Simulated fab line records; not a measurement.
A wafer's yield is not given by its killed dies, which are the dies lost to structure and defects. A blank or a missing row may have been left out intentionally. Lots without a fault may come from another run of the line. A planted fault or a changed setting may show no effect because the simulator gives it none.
Matching of chambers + flow n5Finfet + pecvd-03 running N5_GATE_CUT_PECVD_57: 3 sister chambers
The step deposits SiNx from SiH4/NH3/N2, target thk 21 nm. 6 wafers are shown with their chamber, then 8 later ones without.

EACH WAFER AND ITS CHAMBER
| wafer  | chamber | throttleValvePct (%) | heaterPowerW (W) |
|--------|---------|----------------------|------------------|
| L082.5 | 1       | 40.1                 | 825              |
| L084.2 | 2       | 39.3                 | 679              |
| L084.5 | 2       | 39.5                 | 698              |
| L085.4 | 0       | 44.6                 | 667              |
| L085.6 | 1       | 39.6                 | 846              |
| L086.1 | 0       | 44.6                 | 683              |

WAFERS MISSING THEIR CHAMBER
| wafer  | throttleValvePct (%) | heaterPowerW (W) |
|--------|----------------------|------------------|
| L086.3 | 39.3                 | 758              |
| L086.5 | 39.9                 | 776              |
| L088.1 | 39.5                 | 890              |
| L088.2 | 39.6                 | 675              |
| L088.4 | 39.6                 | 861              |
| L093.2 | 44.1                 | 738              |
| L093.3 | 39.7                 | 843              |
| L093.4 | 39.5                 | 612              |

CHAMBER TAKEN BY EACH
| wafer  | from the rows above     | in truth |
|--------|-------------------------|----------|
| L086.3 | can't be placed: 2 or 1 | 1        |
| L086.5 | 1                       | 1        |
| L088.1 | 1                       | 1        |
| L088.2 | 2                       | 2        |
| L088.4 | 1                       | 1        |
| L093.2 | 0                       | 0        |
| L093.3 | 1                       | 1        |
| L093.4 | 2                       | 2        |
Correctly placed: 7 of 8. Can't be placed from these rows: 1 (the true chamber is among the candidates in 1). Number placed wrongly: 0.
How it was worked out, from the rows above alone: a wafer's distance from a chamber is the root of the sum, over the readings, of the square of ((its reading less the chamber's mean) divided by the reading's scatter). If the next closest chamber is less than 2 further off than the closest, the wafer can't be placed; otherwise it belongs to the closest. A chamber's mean is the mean of its shown wafers. The scatter: take each reading less its chamber's mean, square it, sum over the shown wafers, divide by the number of wafers less the number of chambers, and take the root.
